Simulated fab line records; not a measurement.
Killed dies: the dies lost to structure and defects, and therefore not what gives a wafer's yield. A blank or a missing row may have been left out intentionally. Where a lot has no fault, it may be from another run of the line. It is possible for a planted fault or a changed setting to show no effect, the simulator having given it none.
Split-lot experiment ; flow n5-finfet ; 21 wafers read from 7 lots, route of 1938 steps

## THE SPLIT
At N5_SD_EPI_N_ETCH_45 (etches SiOCN in CH3F/O2, target depth 6 nm), the setting target-depth-a was moved away from the recipe's 60 angstrom on 7 of the 21 wafers read, by -11.3% to +6.2%. For the rest of the wafers, this setting stayed at what the recipe calls for.

The reading comes from the split's own step.

## THE READING
etch.depth-nm (the simulator's own value, which no gauge read), in nm, at N5_SD_EPI_N_ETCH_45 (etches SiOCN in CH3F/O2, target depth 6 nm). There is no usual value for it anywhere in the file. Average 5.995 nm, standard deviation 0.11 nm, over the 14 wafers here run with the recipe.

wafer;tool, chamber at the split;target-depth-a as run, angstrom;against the recipe;etch.depth-nm, nm;against lot-mates on the recipe
L077.3;rie-diel-02, 0;60;recipe;5.916;-
L077.5;rie-diel-02, 3;60;recipe;6.017;-
L077.6;rie-diel-02, 2;60;recipe;5.977;-
L078.1;rie-diel-02, 0;55.52;-7.5%;5.43;-0.481
L078.2;rie-diel-02, 3;60;recipe;5.911;-
L078.3;rie-diel-02, 2;55.52;-7.5%;5.507;-0.404
L083.4;rie-diel-04, 1;60;recipe;5.903;-
L083.5;rie-diel-04, 3;60;recipe;6.064;-
L083.6;rie-diel-04, 2;53.26;-11.2%;5.214;-0.769
L086.1;rie-diel-02, 3;60;recipe;5.903;-
L086.4;rie-diel-02, 0;60;recipe;5.853;-
L086.5;rie-diel-02, 3;60;recipe;5.914;-
L087.1;rie-diel-04, 2;60;recipe;6.09;-
L087.4;rie-diel-04, 2;56.8;-5.3%;5.752;-0.330
L087.6;rie-diel-04, 3;60;recipe;6.073;-
L088.2;rie-diel-04, 0;60;recipe;6.247;-
L088.3;rie-diel-04, 3;63.74;+6.2%;6.531;+0.430
L088.5;rie-diel-04, 1;60;recipe;5.955;-
L092.2;rie-diel-01, 0;53.23;-11.3%;5.486;-0.621
L092.5;rie-diel-01, 0;53.23;-11.3%;5.486;-0.621
L092.3;rie-diel-01, 1;60;recipe;6.107;-

FIT RESULTS
A straight line over all 21 wafers: etch.depth-nm changes by +0.0598 nm for each +1% of target-depth-a; r = +0.93; the points scatter about the line by 0.12 nm.
The same after taking each lot's own level away (the mean of its wafers on the recipe; 21 wafers): +0.0607 nm for each +1%; r = +0.98; scatter 0.067 nm.
The reading moves by 0.68 nm for the largest change in target-depth-a, on that fit.
Across the lots, their own levels run from 5.8900 to 6.1070 nm, a range of 2.1 times the standard deviation given above.
Hence the lot-to-lot level has little effect on the slope; both slopes agree.
Check: with one of the wafers moved furthest among these (-11.3%) left out of the fit, the line predicts -0.697 nm for it against its lot-mates. Against them it came out at -0.621 nm.

## FURTHER SPLITS ON THESE WAFERS
Other splits were also applied to these wafers ahead of the reading. Each is held against what the fit with the lots' levels taken away leaves over:
other split on the same wafers;wafers away from the commonest value;r with etch.depth-nm (lot level and that fit taken away)
N5_SD_EPI_N_PEB_07 peb-temp-c;6;-0.35
N5_SD_EPI_N_ETCH_35 source-w;8;-0.04

## THE FILE'S OWN FIT
etch.depth-nm changes by +0.0621 nm for each +1% of target-depth-a, r = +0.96.
